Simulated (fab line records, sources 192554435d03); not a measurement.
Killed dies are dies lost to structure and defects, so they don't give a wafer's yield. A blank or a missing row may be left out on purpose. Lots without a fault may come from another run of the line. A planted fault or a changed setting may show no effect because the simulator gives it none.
Chamber matching | flow n5_finfet | N5_BEOL_M5_CURE_79 on uv_cure-02: 3 sister chambers
The step cures SiCOH lowk, time 240 s. 22 wafers are shown with their chamber, then 11 later ones without.

WAFERS WITH THEIR CHAMBER
wafer  | chamber | wafer_temp_C_max | lamp_power_pct (%)
L077.1 | 0       | 386.2            | 52.33
L077.3 | 0       | 386.1            | 52.25
L077.4 | 0       | 386.3            | 52.32
L078.1 | 1       | 387.0            | 52.35
L078.2 | 1       | 386.8            | 52.31
L078.5 | 1       | 386.9            | 52.34
L083.1 | 2       | 386.1            | 52.40
L083.3 | 2       | 385.8            | 52.28
L083.4 | 2       | 386.1            | 52.35
L082.1 | 0       | 385.8            | 52.22
L082.2 | 0       | 386.2            | 52.34
L082.3 | 0       | 385.9            | 52.23
L082.4 | 0       | 386.1            | 52.41
L082.5 | 0       | 386.2            | 52.30
L082.6 | 0       | 386.5            | 52.24
L086.4 | 0       | 386.3            | 52.32
L086.5 | 0       | 386.0            | 52.24
L086.6 | 0       | 386.1            | 52.32
L087.1 | 1       | 387.0            | 52.27
L087.2 | 1       | 386.9            | 52.27
L087.5 | 1       | 386.1            | 52.25
L089.1 | 0       | 386.2            | 52.29

SIGNATURES (means of the wafers above)
reading          | chamber 0 | chamber 1 | chamber 2 | scatter within a chamber
wafer_temp_C_max | 386.146   | 386.783   | 386.000   | 0.234
lamp_power_pct   | 52.2931   | 52.2983   | 52.3433   | 0.0523
Rule: a wafer's distance from a chamber is the root of the sum, over the readings, of the square of ((its reading less the chamber's mean) divided by the reading's scatter). The wafer belongs to the nearest chamber; if the next one is less than 2 further off, it can't be placed. The scatter: the root of (the sum of the squares of (reading less its chamber's mean) over the shown wafers, divided by (wafers less chambers)).

WAFERS WITHOUT THEIR CHAMBER
wafer  | wafer_temp_C_max | lamp_power_pct (%)
L089.5 | 386.2            | 52.24
L089.6 | 386.0            | 52.32
L091.2 | 387.2            | 52.30
L091.3 | 386.8            | 52.31
L091.6 | 387.0            | 52.42
L090.1 | 385.7            | 52.31
L090.2 | 386.2            | 52.31
L090.5 | 385.8            | 52.28
L097.1 | 386.3            | 52.23
L097.4 | 386.1            | 52.25
L097.6 | 385.7            | 52.38

WHICH CHAMBER EACH WENT THROUGH
wafer  | from the rows above          | in truth
L089.5 | can't be placed: 0 or 2 or 1 | 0
L089.6 | can't be placed: 2 or 0      | 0
L091.2 | 1                            | 1
L091.3 | 1                            | 1
L091.6 | can't be placed: 1 or 0      | 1
L090.1 | can't be placed: 2 or 0      | 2
L090.2 | can't be placed: 0 or 2      | 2
L090.5 | can't be placed: 2 or 0      | 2
L097.1 | can't be placed: 0 or 1 or 2 | 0
L097.4 | can't be placed: 0 or 2      | 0
L097.6 | can't be placed: 2 or 0      | 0
Placed correctly: 2 of 11. Can't be placed from these rows: 9 (the true chamber is among the candidates in 9). Placed wrongly: 0.
